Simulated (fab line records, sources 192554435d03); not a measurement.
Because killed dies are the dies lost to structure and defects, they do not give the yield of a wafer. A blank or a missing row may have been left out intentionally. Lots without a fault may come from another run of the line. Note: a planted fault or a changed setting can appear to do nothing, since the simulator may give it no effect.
Split-lot experiment :: flow n5-finfet :: route with 1938 steps; 7 lots, 21 wafers read

== ON THE SPLIT ==
At N5_MIM_BOT_SPUTTER_00 (material TiN, target thk 35 nm, time 89.7 s), the setting time-s was moved away from the recipe's 89.7 s on 11 of the 21 wafers read, by +4.3% to +9.4%. All remaining wafers had this setting at the recipe value.

Reading taken at the split's own step.

== THE READING ==
TiN_of_MIM_BOT_SPUTTER_00.thk-nm (the simulator's own value, which no gauge read), in nm, at N5_MIM_BOT_SPUTTER_00 (material TiN, target thk 35 nm, time 89.7 s). There is no usual value for it anywhere in the file. Average 35.1 nm, standard deviation 0.4 nm, over the 10 wafers here run with the recipe.

wafer: L081.1
tool, chamber at the split: pvd-sputter-02, -
time-s as run, s: 89.7
against the recipe: recipe
TiN_of_MIM_BOT_SPUTTER_00.thk-nm, nm: 35.8
against lot-mates on the recipe: -

wafer: L081.2
tool, chamber at the split: pvd-sputter-02, -
time-s as run, s: 96.14
against the recipe: +7.2%
TiN_of_MIM_BOT_SPUTTER_00.thk-nm, nm: 37.8
against lot-mates on the recipe: +2.0

wafer: L081.3
tool, chamber at the split: pvd-sputter-02, -
time-s as run, s: 96.14
against the recipe: +7.2%
TiN_of_MIM_BOT_SPUTTER_00.thk-nm, nm: 37.8
against lot-mates on the recipe: +2.0

wafer: L083.2
tool, chamber at the split: pvd-sputter-01, -
time-s as run, s: 93.77
against the recipe: +4.5%
TiN_of_MIM_BOT_SPUTTER_00.thk-nm, nm: 36.6
against lot-mates on the recipe: +1.0

wafer: L083.3
tool, chamber at the split: pvd-sputter-01, -
time-s as run, s: 93.77
against the recipe: +4.5%
TiN_of_MIM_BOT_SPUTTER_00.thk-nm, nm: 36.8
against lot-mates on the recipe: +1.2

wafer: L083.6
tool, chamber at the split: pvd-sputter-01, -
time-s as run, s: 89.7
against the recipe: recipe
TiN_of_MIM_BOT_SPUTTER_00.thk-nm, nm: 35.6
against lot-mates on the recipe: -

wafer: L082.2
tool, chamber at the split: pvd-sputter-03, -
time-s as run, s: 89.7
against the recipe: recipe
TiN_of_MIM_BOT_SPUTTER_00.thk-nm, nm: 35
against lot-mates on the recipe: -

wafer: L082.4
tool, chamber at the split: pvd-sputter-03, -
time-s as run, s: 89.7
against the recipe: recipe
TiN_of_MIM_BOT_SPUTTER_00.thk-nm, nm: 35.4
against lot-mates on the recipe: -

wafer: L082.6
tool, chamber at the split: pvd-sputter-03, -
time-s as run, s: 89.7
against the recipe: recipe
TiN_of_MIM_BOT_SPUTTER_00.thk-nm, nm: 34.8
against lot-mates on the recipe: -

wafer: L085.1
tool, chamber at the split: pvd-sputter-01, -
time-s as run, s: 93.59
against the recipe: +4.3%
TiN_of_MIM_BOT_SPUTTER_00.thk-nm, nm: 37
against lot-mates on the recipe: no lot-mate on the recipe

wafer: L085.2
tool, chamber at the split: pvd-sputter-01, -
time-s as run, s: 93.59
against the recipe: +4.3%
TiN_of_MIM_BOT_SPUTTER_00.thk-nm, nm: 36.8
against lot-mates on the recipe: no lot-mate on the recipe

wafer: L085.5
tool, chamber at the split: pvd-sputter-01, -
time-s as run, s: 93.59
against the recipe: +4.3%
TiN_of_MIM_BOT_SPUTTER_00.thk-nm, nm: 36.6
against lot-mates on the recipe: no lot-mate on the recipe

wafer: L087.3
tool, chamber at the split: pvd-sputter-03, -
time-s as run, s: 89.7
against the recipe: recipe
TiN_of_MIM_BOT_SPUTTER_00.thk-nm, nm: 34.8
against lot-mates on the recipe: -

wafer: L087.4
tool, chamber at the split: pvd-sputter-03, -
time-s as run, s: 98.16
against the recipe: +9.4%
TiN_of_MIM_BOT_SPUTTER_00.thk-nm, nm: 38
against lot-mates on the recipe: +3.2

wafer: L087.5
tool, chamber at the split: pvd-sputter-03, -
time-s as run, s: 98.16
against the recipe: +9.4%
TiN_of_MIM_BOT_SPUTTER_00.thk-nm, nm: 38.4
against lot-mates on the recipe: +3.6

wafer: L091.1
tool, chamber at the split: pvd-sputter-03, -
time-s as run, s: 89.7
against the recipe: recipe
TiN_of_MIM_BOT_SPUTTER_00.thk-nm, nm: 34.6
against lot-mates on the recipe: -

wafer: L091.2
tool, chamber at the split: pvd-sputter-03, -
time-s as run, s: 89.7
against the recipe: recipe
TiN_of_MIM_BOT_SPUTTER_00.thk-nm, nm: 34.6
against lot-mates on the recipe: -

wafer: L091.6
tool, chamber at the split: pvd-sputter-03, -
time-s as run, s: 89.7
against the recipe: recipe
TiN_of_MIM_BOT_SPUTTER_00.thk-nm, nm: 35.4
against lot-mates on the recipe: -

wafer: L093.3
tool, chamber at the split: pvd-sputter-03, -
time-s as run, s: 93.59
against the recipe: +4.3%
TiN_of_MIM_BOT_SPUTTER_00.thk-nm, nm: 36.2
against lot-mates on the recipe: +1.2

wafer: L093.4
tool, chamber at the split: pvd-sputter-03, -
time-s as run, s: 89.7
against the recipe: recipe
TiN_of_MIM_BOT_SPUTTER_00.thk-nm, nm: 35
against lot-mates on the recipe: -

wafer: L093.5
tool, chamber at the split: pvd-sputter-03, -
time-s as run, s: 93.59
against the recipe: +4.3%
TiN_of_MIM_BOT_SPUTTER_00.thk-nm, nm: 36
against lot-mates on the recipe: +1.0

THE FIT
A straight line over all 21 wafers: TiN_of_MIM_BOT_SPUTTER_00.thk-nm changes by +0.343 nm for each +1% of time-s; r = +0.95; the points scatter about the line by 0.37 nm.
The same after taking each lot's own level away (the mean of its wafers on the recipe; 18 wafers): +0.322 nm for each +1%; r = +0.97; scatter 0.31 nm.
According to that fit, moving time-s by its largest amount changes the reading by 3 nm.
The lots' own levels span 34.80 to 35.80 nm, that is 2.5 times the standard deviation above.
The two slopes agree, so the slope changes little with the lot-to-lot level.
Check: with one of the wafers moved furthest among these (+9.4%) left out of the fit, the line predicts +2.89 nm for it against its lot-mates. It came out at +3.2 nm against them.

== FILE'S OWN FIT ==
TiN_of_MIM_BOT_SPUTTER_00.thk-nm changes by +0.312 nm for each +1% of time-s, r = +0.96.
